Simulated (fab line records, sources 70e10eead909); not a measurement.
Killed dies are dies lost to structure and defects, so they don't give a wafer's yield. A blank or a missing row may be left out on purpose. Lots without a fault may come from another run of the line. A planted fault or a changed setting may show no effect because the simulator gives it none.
Chamber matching | flow nand_harc | NHARC_P_CONTACT_ALD_22 on ald_metal-03: 4 sister chambers
The step deposits TiN, target thk 3 nm, pulse time 1 s, ald cycles 150. 4 wafers are shown with their chamber, then 12 later ones without.

WAFERS WITH THEIR CHAMBER
wafer  | chamber | heater_power_w (W)
L083.6 | 1       | 1179
L088.2 | 0       | 1040
L086.2 | 2       | 1491
L086.5 | 3       | 1168

WAFERS WITHOUT THEIR CHAMBER
wafer  | heater_power_w (W)
L089.1 | 1160
L089.4 | 1482
L089.6 | 1155
L091.4 | 1480
L091.5 | 1018
L091.6 | 1179
L092.3 | 997
L092.4 | 1155
L092.6 | 1041
L095.1 | 1458
L095.3 | 1168
L095.6 | 1171

WHICH CHAMBER EACH WENT THROUGH
wafer  | from the rows above     | in truth
L089.1 | can't be placed: 3 or 1 | 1
L089.4 | 2                       | 2
L089.6 | can't be placed: 3 or 1 | 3
L091.4 | 2                       | 2
L091.5 | 0                       | 0
L091.6 | can't be placed: 1 or 3 | 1
L092.3 | 0                       | 0
L092.4 | can't be placed: 3 or 1 | 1
L092.6 | 0                       | 0
L095.1 | 2                       | 2
L095.3 | can't be placed: 3 or 1 | 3
L095.6 | can't be placed: 3 or 1 | 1
Placed correctly: 6 of 12. Can't be placed from these rows: 6 (the true chamber is among the candidates in 6). Placed wrongly: 0.
How it was worked out, from the rows above alone: a wafer's distance from a chamber is the root of the sum, over the readings, of the square of ((its reading less the chamber's mean) divided by the reading's scatter). The wafer belongs to the nearest chamber; if the next one is less than 2 further off, it can't be placed. A chamber's mean is the mean of its shown wafers. The scatter: with one shown wafer a chamber, the root of the mean of the squares of how far each hidden wafer lies from its nearest shown one.
